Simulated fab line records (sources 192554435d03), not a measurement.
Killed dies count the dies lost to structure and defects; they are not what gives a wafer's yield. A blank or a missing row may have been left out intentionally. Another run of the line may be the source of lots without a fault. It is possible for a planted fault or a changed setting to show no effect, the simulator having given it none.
Chamber matching    flow n5-finfet    4 sister chambers for N5_BEOL_M10_ETCH_65 on rie-diel-01
The step etches SiARC in CF4, target depth 39 nm, time 65 s. 7 wafers are shown with their chamber, then 10 later ones without.

WAFERS PAIRED WITH THEIR CHAMBERS
wafer   chamber  drypump-motor-current-A (A)  showerhead-plenum-p-Torr (Torr)
L074.3  2        6.4                          2.19
L077.1  0        5.4                          2.15
L078.1  3        5.3                          2.11
L086.1  0        5.5                          2.14
L086.5  1        6.1                          2.12
L087.2  1        6.1                          2.12
L087.4  3        5.3                          2.11

WAFERS WHOSE CHAMBER IS MISSING
wafer   drypump-motor-current-A (A)  showerhead-plenum-p-Torr (Torr)
L087.6  5.3                          2.11
L089.2  5.5                          2.14
L089.4  5.3                          2.11
L089.6  6.1                          2.12
L091.4  5.3                          2.11
L091.5  6.1                          2.12
L091.6  6.4                          2.18
L092.1  6.3                          2.17
L092.2  5.5                          2.14
L092.4  5.3                          2.10

THE CHAMBER EACH PASSED THROUGH
wafer   from the rows above  in truth
L087.6  3                    3
L089.2  0                    0
L089.4  3                    3
L089.6  1                    1
L091.4  3                    3
L091.5  1                    1
L091.6  2                    2
L092.1  2                    2
L092.2  0                    0
L092.4  3                    3
Placed correctly: 10 of 10. Number that these rows cannot place: 0. Placed wrongly: 0.
How it was worked out, from the rows above alone: a wafer's distance from a chamber is the root of the sum, over the readings, of the square of ((its reading less the chamber's mean) divided by the reading's scatter). If the next closest chamber is less than 2 further off than the closest, the wafer can't be placed; otherwise it belongs to the closest. A chamber's mean is the mean of its shown wafers. The scatter: take each reading less its chamber's mean, square it, sum over the shown wafers, divide by the number of wafers less the number of chambers, and take the root.
